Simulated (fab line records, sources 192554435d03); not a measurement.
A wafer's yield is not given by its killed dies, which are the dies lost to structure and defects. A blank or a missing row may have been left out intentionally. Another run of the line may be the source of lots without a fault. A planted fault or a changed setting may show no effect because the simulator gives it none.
Chamber matching || flow n5_finfet || N5_BEOL_M9_CURE_71 on uv_cure-02: 3 sister chambers
The step cures SiCOH lowk, time 240 s. 3 wafers are shown with their chamber, then 6 later ones without.

WAFERS, EACH WITH ITS CHAMBER
{"wafer": "L567.6", "chamber": 1, "wafer_temp_C_max": 385.8}
{"wafer": "L579.4", "chamber": 2, "wafer_temp_C_max": 387.4}
{"wafer": "L578.5", "chamber": 0, "wafer_temp_C_max": 386.8}

WAFERS MISSING THEIR CHAMBER
{"wafer": "L580.1", "wafer_temp_C_max": 386.6}
{"wafer": "L580.2", "wafer_temp_C_max": 386.6}
{"wafer": "L580.6", "wafer_temp_C_max": 386.2}
{"wafer": "L582.1", "wafer_temp_C_max": 386.7}
{"wafer": "L582.4", "wafer_temp_C_max": 387.2}
{"wafer": "L582.5", "wafer_temp_C_max": 386.4}

THE CHAMBER EACH PASSED THROUGH
{"wafer": "L580.1", "from the rows above": 0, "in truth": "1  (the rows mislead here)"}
{"wafer": "L580.2", "from the rows above": 0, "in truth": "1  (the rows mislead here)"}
{"wafer": "L580.6", "from the rows above": "can't be placed: 1 or 0", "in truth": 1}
{"wafer": "L582.1", "from the rows above": 0, "in truth": 0}
{"wafer": "L582.4", "from the rows above": "can't be placed: 2 or 0", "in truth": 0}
{"wafer": "L582.5", "from the rows above": "can't be placed: 0 or 1", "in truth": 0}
Placed correctly: 1 of 6. Can't be placed from these rows: 3 (the true chamber is among the candidates in 3). 2 placed wrongly.
How it was worked out, from the rows above alone: a wafer's distance from a chamber is the root of the sum, over the readings, of the square of ((its reading less the chamber's mean) divided by the reading's scatter). The wafer belongs to the nearest chamber; if the next one is less than 2 further off, it can't be placed. Each chamber's mean is taken over the wafers shown for it. The scatter (one wafer shown for each chamber): square how far every hidden wafer sits from the nearest shown wafer, average those squares and take the square root.
